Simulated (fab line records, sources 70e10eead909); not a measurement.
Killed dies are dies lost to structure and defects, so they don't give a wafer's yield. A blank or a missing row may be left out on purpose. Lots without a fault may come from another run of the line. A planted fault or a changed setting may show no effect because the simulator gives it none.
Chamber matching | flow nand_harc | NHARC_P_BONDPAD_ACTIVATE_29 on rie_diel-13: 4 sister chambers
The step chemistry N2, time 60 s. 4 wafers are shown with their chamber, then 11 later ones without.

WAFERS WITH THEIR CHAMBER
wafer  | chamber | showerhead_plenum_p_Torr (Torr)
L084.1 | 3       | 1.64
L084.3 | 1       | 1.80
L084.5 | 2       | 1.89
L088.1 | 0       | 1.86

WAFERS WITHOUT THEIR CHAMBER
wafer  | showerhead_plenum_p_Torr (Torr)
L088.4 | 1.80
L088.6 | 1.64
L089.2 | 1.88
L089.3 | 1.80
L089.6 | 1.80
L087.1 | 1.80
L087.4 | 1.64
L087.6 | 1.88
L093.2 | 1.86
L093.4 | 1.88
L093.5 | 1.86

WHICH CHAMBER EACH WENT THROUGH
wafer  | from the rows above     | in truth
L088.4 | 1                       | 1
L088.6 | 3                       | 3
L089.2 | can't be placed: 2 or 0 | 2
L089.3 | 1                       | 1
L089.6 | 1                       | 1
L087.1 | 1                       | 1
L087.4 | 3                       | 3
L087.6 | can't be placed: 2 or 0 | 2
L093.2 | 0                       | 0
L093.4 | can't be placed: 2 or 0 | 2
L093.5 | 0                       | 0
Placed correctly: 8 of 11. Can't be placed from these rows: 3 (the true chamber is among the candidates in 3). Placed wrongly: 0.
How it was worked out, from the rows above alone: a wafer's distance from a chamber is the root of the sum, over the readings, of the square of ((its reading less the chamber's mean) divided by the reading's scatter). The wafer belongs to the nearest chamber; if the next one is less than 2 further off, it can't be placed. A chamber's mean is the mean of its shown wafers. The scatter: with one shown wafer a chamber, the root of the mean of the squares of how far each hidden wafer lies from its nearest shown one.
